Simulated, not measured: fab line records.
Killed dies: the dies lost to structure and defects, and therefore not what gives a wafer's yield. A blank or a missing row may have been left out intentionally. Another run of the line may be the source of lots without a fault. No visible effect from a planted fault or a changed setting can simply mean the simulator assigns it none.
fab line records	flow nand-harc
record: lots: 12	wafers: 36	last-day: 34
route steps=1302 shown P_GATE@190 P_CONTACT@230
lots that met no fault: from a run of the same line without faults
start-h: hours from the record's first day to the start of the lot's first wafer shown	wait-h: time in hours since the lot's previous step	" same as the row above	L1.1+2: one row covering several wafers at once	- no value, or no start given	* or withheld: withheld	< > ~ a bound
route shown NAME@n: NAME is a module with steps in the file, n the number in the route of the first one	usual: average and standard deviation across the fault-free wafers	same: alike in all rows	chamber/n: place in a boat	sites: each site's reading	_std_site: the standard deviation of these	_edge_site: inner sites' mean taken away from outer sites' mean	radius-mm: how far each site lies from the wafer's centre	mask NAME#n: copy n	behind: the last tool/chamber to shape the wafer	hold: why the lot went on hold/how many hours it stayed there/how the hold came to an end	device: transistor that didn't switch, given as n, p or np	end of line: tests of these same wafers at the route's end	for a step that has no rows: nothing shown but its recipe	killed: count of dies lost to structure and defects at first sort (not the wafer's yield)	map: a wafer's dies, x killed, . not, _ none there
set.NAME: the setting that was run; set.NAME@STEP: the one run at that earlier step	model.NAME: the simulator's own value behind a step, which no gauge read
the route's steps for a sample of lots (tables are steps, rows are wafers)
services: from which hour (start-h, from the record's first day; less than 0 if before it) a tool's chamber was out of use, for how many hours, and why
== steps ==
step: NHARC_P_GATE_STRIP_76
recipe: power-w: 1500	temp-c: 250	chemistry: O2
usual: drypump-motor-current-A: 6.1/0.46	heater-power-w: 312/23	temp-c: 249.99/0.19
lot.wafer	tool	chamber	start-h	wait-h	drypump-motor-current-A	heater-power-w	rf-hours-counter-h	temp-c
L980.3	plasma-asher-01	0	116.33	0.2	5.5	286	-	249.90
L980.4	"	1	"	"	6.5	311	-	250.00
L980.6	"	1	"	"	6.4	308	-	249.99
L981.1	plasma-asher-01	0	119.96	0.2	5.5	290	29	250.21
L981.2	"	1	"	"	6.4	311	29	250.04
L981.4	"	0	"	"	5.5	299	-	250.10
L982.1	plasma-asher-01	1	126.58	0.2	6.5	307	30	249.95
L982.4	"	0	"	"	5.5	302	-	250.11
L982.6	"	0	"	"	5.5	289	-	249.99
L988.1	plasma-asher-01	0	192.97	0.2	5.5	308	4	250.20
L988.2	"	1	"	"	6.5	306	4	249.95
L988.6	"	1	"	"	6.5	302	-	249.75
L991.2	plasma-asher-01	0	222.76	0.2	5.5	311	10	249.94
L991.1	"	1	"	"	6.4	306	10	250.01
L991.5	"	0	"	"	5.5	310	-	249.91
L995.2	plasma-asher-02	0	260.53	0.2	6.6	360	1	250.12
L995.3	"	0	"	"	6.6	357	-	250.18
L995.4	"	1	"	"	5.7	283	-	249.84
L996.2	plasma-asher-02	0	276.95	0.2	6.6	352	5	250.24
L996.4	"	0	"	"	6.6	359	-	250.39
L996.3	"	1	"	"	5.7	290	-	250.12
L998.1	plasma-asher-01	1	290.74	0.2	6.5	307	23	249.94
L998.3	"	1	"	"	6.5	305	-	250.00
L998.6	"	0	"	"	5.5	318	-	250.07
L100.1	plasma-asher-02	0	310.52	0.2	6.6	357	13	249.75
L100.2	"	1	"	"	5.7	292	13	250.27
L100.4	"	0	"	"	6.6	358	-	249.68
L101.1	plasma-asher-02	1	318.72	0.2	5.7	284	14	249.83
L101.3	"	0	"	"	6.6	355	-	249.91
L101.5	"	0	"	"	6.6	346	-	249.83
L103.1	plasma-asher-01	0	337.96	0.2	5.5	319	32	249.99
L103.4	"	1	"	"	6.4	304	-	250.30
L103.5	"	0	"	"	5.5	314	-	250.15
L102.2	plasma-asher-02	1	338.67	0.2	5.7	294	18	250.17
L102.6	"	0	"	"	6.6	355	-	250.07
L102.5	"	1	"	"	5.7	281	-	249.92
step: NHARC_P_GATE_STRIP_95
recipe: power-w: 1500	temp-c: 250	chemistry: O2
usual: drypump-motor-current-A: 6.1/0.46	heater-power-w: 315/23	temp-c: 249.99/0.17
lot.wafer	tool	chamber	start-h	wait-h	drypump-motor-current-A	heater-power-w	rf-hours-counter-h	temp-c
L980.3	plasma-asher-02	0	118.53	0.4	6.6	333	-	250.01
L980.4	"	1	"	"	5.7	300	-	250.06
L980.6	"	1	"	"	5.7	303	-	250.30
L981.2	plasma-asher-02	0	122.11	0.6	6.6	335	9	250.15
L981.1	"	1	"	"	5.7	298	9	250.01
L981.4	"	0	"	"	6.6	338	-	250.10
L982.1	plasma-asher-02	0	128.73	0.6	6.6	337	10	249.77
L982.4	"	1	"	"	5.7	303	-	249.89
L982.6	"	1	"	"	5.7	298	-	249.91
L988.1	plasma-asher-02	1	195.01	0.6	5.7	304	26	250.07
L988.2	"	0	"	"	6.6	332	26	250.04
L988.6	"	0	"	"	6.6	338	-	250.08
L991.2	plasma-asher-02	0	224.96	0.6	6.6	327	33	250.06
L991.1	"	1	"	"	5.7	297	33	250.14
L991.5	"	0	"	"	6.6	337	-	250.08
L995.2	plasma-asher-01	0	263.00	0.5	5.5	322	18	249.97
L995.3	"	1	"	"	6.5	306	-	249.85
L995.4	"	0	"	"	5.5	315	-	250.26
L996.2	plasma-asher-02	0	279.11	0.6	6.6	353	6	249.96
L996.4	"	0	"	"	6.6	353	-	250.22
L996.3	"	1	"	"	5.7	293	-	249.60
L998.1	plasma-asher-02	0	292.77	0.6	6.6	368	10	250.00
L998.3	"	0	"	"	6.6	359	-	249.97
L998.6	"	0	"	"	6.6	353	-	249.93
L100.2	plasma-asher-01	1	312.67	0.6	6.5	303	28	250.03
L100.1	"	0	"	"	5.5	318	28	250.09
L100.4	"	0	"	"	5.5	318	-	250.01
L101.1	plasma-asher-02	1	320.90	0.5	5.7	287	14	250.58
L101.3	"	0	"	"	6.6	372	-	250.14
L101.5	"	1	"	"	5.7	288	-	250.20
L103.1	plasma-asher-01	1	340.01	0.6	6.5	296	33	250.24
L103.4	"	1	"	"	6.5	303	-	250.04
L103.5	"	1	"	"	6.5	302	-	250.18
L102.2	plasma-asher-02	1	340.72	0.6	5.7	283	19	249.93
L102.6	"	1	"	"	5.7	286	-	250.04
L102.5	"	0	"	"	6.6	355	-	250.11
step: NHARC_P_CONTACT_PEB_10
recipe: peb-temp-c: 100	peb-time-s: 65
lot.wafer	tool	chamber	start-h	wait-h
L980.3+4+6	litho-track-01	0	121.88	0.0
L981.1+2+4	litho-track-06	0	125.45	0.1
L982.1+4+6	litho-track-01	0	132.07	0.1
L988.1+2+6	litho-track-01	0	198.24	0.1
L991.1+2+5	litho-track-01	0	228.33	0.1
L995.2+3+4	litho-track-04	0	266.46	0.1
L996.2+3+4	litho-track-06	0	282.47	0.1
L998.1+3+6	litho-track-04	0	296.14	0.1
L100.1+2+4	litho-track-01	0	316.01	0.1
L101.1+3+5	litho-track-01	0	324.28	0.1
L103.1+4+5	litho-track-04	0	343.22	0.1
L102.2+5+6	litho-track-06	0	344.07	0.1
step: NHARC_P_CONTACT_CD_MEAS_12
recipe: target-cd-nm: 90	landing-energy-ev: 500
usual: cd-nm: 90.0/0.51
lot.wafer	tool	chamber	start-h	wait-h	cd-nm
L980.3	cd-sem-03	0	121.96	-	90.5
L980.4	"	0	"	"	90.4
L980.6	"	0	"	"	90.8
L981.1	cd-sem-03	0	125.53	-	89.6
L981.2	"	0	"	"	90.7
L981.4	"	0	"	"	90.0
L982.1	cd-sem-03	0	132.15	-	90.1
L982.4	"	0	"	"	90.2
L982.6	"	0	"	"	90.0
L988.1	cd-sem-02	0	198.32	-	92.1
L988.2	"	0	"	"	92.6
L988.6	"	0	"	"	92.5
L991.1	cd-sem-01	0	228.41	-	91.8
L991.2	"	0	"	"	91.7
L991.5	"	0	"	"	92.0
L995.2	cd-sem-03	0	266.54	-	89.8
L995.3	"	0	"	"	90.3
L995.4	"	0	"	"	89.7
L996.2	cd-sem-02	0	282.56	-	89.7
L996.3	"	0	"	"	89.7
L996.4	"	0	"	"	90.1
L998.1	cd-sem-01	0	296.21	-	90.4
L998.3	"	0	"	"	89.3
L998.6	"	0	"	"	90.3
L100.1	cd-sem-01	0	316.09	-	90.5
L100.2	"	0	"	"	90.5
L100.4	"	0	"	"	90.1
L101.1	cd-sem-03	0	324.36	-	89.9
L101.3	"	0	"	"	89.9
L101.5	"	0	"	"	90.5
L103.1	cd-sem-01	0	343.30	-	89.7
L103.4	"	0	"	"	89.8
L103.5	"	0	"	"	89.7
L102.2	cd-sem-03	0	344.15	-	89.9
L102.5	"	0	"	"	90.0
L102.6	"	0	"	"	89.6
step: NHARC_P_CONTACT_ETCH_36
recipe: target-depth-a: 2600	over-etch-frac: 0.25	time-s: 406.25	ion-energy-ev: 200	n2-flow-sccm: 150	h2-flow-sccm: 150	ar-flow-sccm: 0	rf-w: 400	bias-w: 150	chemistry: N2/H2
usual: drypump-motor-current-A: 5.8/0.56	oes-product-au: 0.999/0.0077	rf-vpp-V: 429.5/1.9	showerhead-plenum-p-Torr: 2.00/0.063	throttle-valve-pct: 14.172/0.0097
lot.wafer	tool	chamber	start-h	wait-h	drypump-motor-current-A	oes-product-au	rf-hours-counter-h	rf-vpp-V	showerhead-plenum-p-Torr	throttle-valve-pct
L980.3	rie-diel-06	1	-	-	6.6	0.991	4.7	428.5	1.99	14.162
L980.4	"	3	"	"	6.6	0.988	4.2	432.2	2.09	14.165
L980.6	"	1	"	"	6.7	1.003	-	429.6	1.99	14.166
L981.4	rie-diel-10	2	-	-	6.1	0.994	1.9	428.6	1.94	14.181
L981.1	"	3	"	"	5.1	0.991	2.0	431.0	2.09	14.177
L981.2	"	1	"	"	5.1	0.999	2.0	430.2	2.02	14.194
L982.4	rie-diel-10	1	-	-	5.1	1.007	2.4	431.0	2.02	14.169
L982.1	"	2	"	"	6.1	1.003	2.3	427.5	1.94	14.182
L982.6	"	2	"	"	6.1	1.002	-	426.1	1.94	14.160
L988.2	rie-diel-12	2	-	-	5.7	1.005	6.3	431.6	2.10	14.162
L988.1	"	1	"	"	5.6	1.005	6.8	426.0	1.90	14.163
L988.6	"	3	"	"	5.7	0.999	-	428.7	1.97	14.157
L991.1	rie-diel-10	0	-	-	6.1	0.990	5.1	429.9	2.01	14.170
L991.2	"	3	"	"	5.1	0.996	4.9	433.9	2.09	14.177
L991.5	"	0	"	"	6.2	0.994	-	428.5	2.01	14.167
L995.3	rie-diel-12	2	-	-	5.7	0.996	10.9	431.4	2.10	14.163
L995.2	"	0	"	"	6.4	1.010	7.6	429.6	1.98	14.163
L995.4	"	1	"	"	5.6	1.017	11.1	425.2	1.89	14.178
L996.4	rie-diel-10	0	-	-	6.2	1.009	1.0	428.3	2.01	14.161
L996.3	"	1	"	"	5.0	1.007	0.9	429.3	2.02	14.186
L996.2	"	2	"	"	6.1	0.988	1.0	427.5	1.94	14.175
L998.3	rie-diel-10	2	-	-	6.1	0.997	1.8	426.8	1.94	14.178
L998.1	"	1	"	"	5.1	1.005	1.7	430.6	2.02	14.165
L998.6	"	2	"	"	6.1	0.987	-	429.2	1.94	14.182
L100.1	rie-diel-06	0	-	-	5.4	0.997	0.1	429.5	1.97	14.176
L100.2	"	1	"	"	6.6	1.004	0.1	429.2	1.99	14.167
L100.4	"	3	"	"	6.6	1.016	0.1	432.5	2.09	14.176
L101.1	rie-diel-06	3	-	-	6.6	0.979	0.5	430.7	2.09	14.164
L101.3	"	2	"	"	6.5	0.998	0.6	424.9	1.91	14.169
L101.5	"	0	"	"	5.4	1.004	-	428.2	1.97	14.168
L103.4	rie-diel-12	3	-	-	5.8	0.997	4.6	428.2	1.96	14.171
L103.1	"	1	"	"	5.6	1.002	3.5	426.0	1.89	14.167
L103.5	"	2	"	"	5.7	1.005	-	431.6	2.10	14.183
L102.2	rie-diel-06	0	-	-	5.4	1.004	1.5	426.7	1.97	14.174
L102.5	"	1	"	"	6.6	1.002	-	428.5	1.99	14.174
L102.6	"	2	"	"	6.5	1.000	-	426.5	1.91	14.163
== services ==
tool	chamber	start-h	hours	kind
plasma-asher-01	-	128.10	3.5	repair
rie-diel-06	-	130.20	9.0	pm
rie-diel-12	1	149.45	3.0	repair
litho-track-01	-	155.00	7.0	pm
plasma-asher-01	-	165.13	9.0	pm
rie-diel-12	1	169.77	3.3	repair
litho-track-06	-	179.00	7.0	pm
rie-diel-12	2	184.76	5.8	repair
rie-diel-12	0	192.95	20.5	repair
litho-track-04	-	203.00	7.0	pm
rie-diel-10	0	237.16	19.2	repair
rie-diel-12	-	240.24	1.0	repair
rie-diel-06	2	241.08	2.8	repair
rie-diel-10	-	242.50	9.0	pm
plasma-asher-02	-	249.29	9.0	pm
rie-diel-10	-	256.45	1.3	repair
rie-diel-12	-	268.40	9.0	pm
rie-diel-10	-	274.18	1.8	repair
plasma-asher-01	-	280.99	4.6	repair
rie-diel-06	-	307.20	9.0	pm
rie-diel-12	3	311.97	2.8	repair
litho-track-01	-	330.00	7.0	pm
plasma-asher-01	-	342.13	9.0	pm
rie-diel-10	0	344.38	7.0	repair
== key ==
first-sign: step: NHARC_P_CONTACT_CD_MEAS_12	reading: cd-nm	direction: up	sigmas: 4.1	usual: 90.0	struck: 92.1	through: control-loop
effect none on later readings
met-at NHARC_P_CONTACT_PEB_10
struck-lots L988,L991
tester-left-out L988,L991
loop-trim: step: NHARC_P_CONTACT_EXPOSE_09	setting: dose	lots: L991
not-acting-at NHARC_P_GATE_STRIP_76,NHARC_P_GATE_STRIP_95,NHARC_P_CONTACT_ETCH_36
onset-between 132.07 198.24
fault: kind: process-parameter-drift	tool: litho-track-01	chamber: -	onset-h: 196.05	steps: NHARC_P_CONTACT_PEB_10	channel: peb-time-s	offset: *	shape: step	end-h: 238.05	acts-in: *	stated: *
tester-left-out: of these lots the tester's yield and bins aren't shown, on N5 and GAA mostly nor the transistor test; their killed dies are dies lost to structure and defects alone, not to doping, threshold or leakage, so they don't give the yield
loop-trim: a control loop set the setting to another value than it would have without faults
